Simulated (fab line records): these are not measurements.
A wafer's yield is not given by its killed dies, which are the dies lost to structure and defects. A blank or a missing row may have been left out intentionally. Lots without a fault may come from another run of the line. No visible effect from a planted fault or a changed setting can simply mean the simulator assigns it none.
Matching of chambers | flow n5_finfet | N5_BEOL_M4_CMP_52 on cmp-04: 4 sister chambers
The step polishes, stops on SiOC, t overpolish 6.8 s, target thk 40 nm. 14 wafers are shown with their chamber, then 6 later ones without.

## WAFERS PAIRED WITH THEIR CHAMBERS
wafer  | chamber | motor_current_A (A) | time_to_endpoint_s (s) | barrier_field_endpoint_s (s)
L074.2 | 0       | 5.9                 | 66                     | 25.0
L074.3 | 1       | 6.8                 | 67                     | 25.1
L074.4 | 2       | 5.9                 | 58                     | 24.4
L077.1 | 2       | 5.5                 | 57                     | 24.0
L077.4 | 0       | 5.8                 | 62                     | 24.5
L079.1 | 3       | 5.6                 | 59                     | 23.4
L079.3 | 1       | 7.0                 | 65                     | 24.4
L080.1 | 2       | 5.6                 | 58                     | 23.0
L080.2 | 0       | 6.0                 | 62                     | 23.7
L080.4 | 3       | 5.5                 | 58                     | 22.9
L082.1 | 2       | 5.8                 | 54                     | 23.3
L082.2 | 0       | 5.6                 | 56                     | 24.3
L083.1 | 3       | 5.7                 | 57                     | 24.4
L083.2 | 1       | 6.8                 | 65                     | 24.6

SIGNATURES (means of the wafers above)
reading                  | chamber 0 | chamber 1 | chamber 2 | chamber 3 | scatter within a chamber
motor_current_A          | 5.825     | 6.867     | 5.700     | 5.600     | 0.153
time_to_endpoint_s       | 61.50     | 65.67     | 56.75     | 58.00     | 2.58
barrier_field_endpoint_s | 24.375    | 24.700    | 23.675    | 23.567    | 0.593
Rule: distance of a wafer from a chamber = root of the sum over the readings of ((wafer's reading minus chamber's mean) / reading's scatter) squared. If the next closest chamber is less than 2 further off than the closest, the wafer can't be placed; otherwise it belongs to the closest. The scatter: the root of (the sum of the squares of (reading less its chamber's mean) over the shown wafers, divided by (wafers less chambers)).

## WAFERS MISSING THEIR CHAMBER
wafer  | motor_current_A (A) | time_to_endpoint_s (s) | barrier_field_endpoint_s (s)
L083.4 | 5.6                 | 54                     | 24.4
L086.2 | 5.6                 | 61                     | 24.1
L086.3 | 5.9                 | 63                     | 24.2
L086.4 | 6.8                 | 63                     | 24.6
L092.1 | 7.0                 | 65                     | 25.2
L092.2 | 5.8                 | 61                     | 24.0

## WHICH CHAMBER EACH WENT THROUGH
wafer  | from the rows above          | in truth
L083.4 | can't be placed: 2 or 3 or 0 | 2
L086.2 | can't be placed: 3 or 0 or 2 | 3
L086.3 | 0                            | 0
L086.4 | 1                            | 1
L092.1 | 1                            | 1
L092.2 | can't be placed: 0 or 2 or 3 | 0
3 of 6 placed correctly. From these rows, 3 cannot be placed; in 3 the true chamber is one of the candidates. Wrongly placed: 0.
